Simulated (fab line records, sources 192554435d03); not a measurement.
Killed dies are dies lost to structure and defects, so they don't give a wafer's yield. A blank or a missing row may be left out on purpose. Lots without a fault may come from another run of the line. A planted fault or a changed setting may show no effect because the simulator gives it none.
Split-lot experiment | flow n5_finfet | 7 lots, 21 wafers read, on a route of 1938 steps

THE SPLIT
At N5_BEOL_M15_SPUTTER_44 (material Ta, target thk 15 nm, time 24.19 s), the setting power_w was moved away from the recipe's 15000 W on 7 of the 21 wafers read, by -16.1% to +11.5%. The other wafers ran this setting at the recipe's value.

The reading is taken at the split's own step.

THE READING
Ta_of_BEOL_M15_SPUTTER_44.thk_nm (the simulator's own value, which no gauge read), in nm, at N5_BEOL_M15_SPUTTER_44 (material Ta, target thk 15 nm, time 24.19 s). The file gives no usual value for it. The 14 wafers here that ran the recipe average 14.9 nm, standard deviation 0.19 nm.

wafer  | tool, chamber at the split | power_w as run, W | against the recipe | Ta_of_BEOL_M15_SPUTTER_44.thk_nm, nm | against lot-mates on the recipe
L074.1 | pvd_sputter-03, -          | 12590             | -16.1%             | 12.6                                 | -2.4
L074.5 | pvd_sputter-03, -          | 12590             | -16.1%             | 12.6                                 | -2.4
L074.3 | pvd_sputter-03, -          | 15000             | recipe             | 15                                   | -
L080.2 | pvd_sputter-02, -          | 15000             | recipe             | 14.8                                 | -
L080.5 | pvd_sputter-02, -          | 15000             | recipe             | 14.8                                 | -
L080.6 | pvd_sputter-02, -          | 12900             | -14.0%             | 12.8                                 | -2.0
L083.1 | pvd_sputter-03, -          | 16490             | +9.9%              | 16.2                                 | +1.3
L083.2 | pvd_sputter-03, -          | 15000             | recipe             | 15                                   | -
L083.5 | pvd_sputter-03, -          | 15000             | recipe             | 14.8                                 | -
L086.3 | pvd_sputter-03, -          | 15000             | recipe             | 14.8                                 | -
L086.4 | pvd_sputter-03, -          | 15000             | recipe             | 15                                   | -
L086.6 | pvd_sputter-03, -          | 15000             | recipe             | 15                                   | -
L091.1 | pvd_sputter-03, -          | 15000             | recipe             | 14.6                                 | -
L091.2 | pvd_sputter-03, -          | 15000             | recipe             | 14.6                                 | -
L091.5 | pvd_sputter-03, -          | 16720             | +11.5%             | 16.4                                 | +1.8
L093.3 | pvd_sputter-01, -          | 15000             | recipe             | 15.2                                 | -
L093.5 | pvd_sputter-01, -          | 13690             | -8.7%              | 14                                   | -1.2
L093.6 | pvd_sputter-01, -          | 13690             | -8.7%              | 13.8                                 | -1.4
L097.3 | pvd_sputter-03, -          | 15000             | recipe             | 15                                   | -
L097.4 | pvd_sputter-03, -          | 15000             | recipe             | 15.2                                 | -
L097.6 | pvd_sputter-03, -          | 15000             | recipe             | 15.2                                 | -

THE FIT
A straight line over all 21 wafers: Ta_of_BEOL_M15_SPUTTER_44.thk_nm changes by +0.138 nm for each +1% of power_w; r = +0.98; the points scatter about the line by 0.19 nm.
The same after taking each lot's own level away (the mean of its wafers on the recipe; 21 wafers): +0.147 nm for each +1%; r = +1.00; scatter 0.085 nm.
On that fit, the largest move of power_w shifts the reading by 2.4 nm.
The lots' own levels span 14.60 to 15.20 nm, that is 3.1 times the standard deviation above.
So the lot-to-lot level changes the slope little: the two slopes agree.
Check: with one of the wafers moved furthest among these (-16.1%) left out of the fit, the line predicts -2.36 nm for it against its lot-mates. It came out at -2.4 nm against them.

OTHER SPLITS ON THESE WAFERS
These wafers also went through other splits before the reading. Each is held against what the fit with the lots' levels taken away leaves over:
other split on the same wafers    | wafers away from the commonest value | r with Ta_of_BEOL_M15_SPUTTER_44.thk_nm (lot level and that fit taken away)
N5_BEOL_M11_EXPOSE_08 dose_mj     | 7                                    | +0.16
N5_BEOL_M11_TRENCH_ETCH_37 bias_w | 7                                    | +0.02
N5_BEOL_M13_COAT_58 spin_rpm      | 8                                    | -0.02
N5_BEOL_M14_COAT_66 spin_rpm      | 8                                    | +0.37
N5_BEOL_M14_COAT_22 spin_rpm      | 8                                    | +0.03

THE FILE'S OWN FIT
Ta_of_BEOL_M15_SPUTTER_44.thk_nm changes by +0.147 nm for each +1% of power_w, r = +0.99.
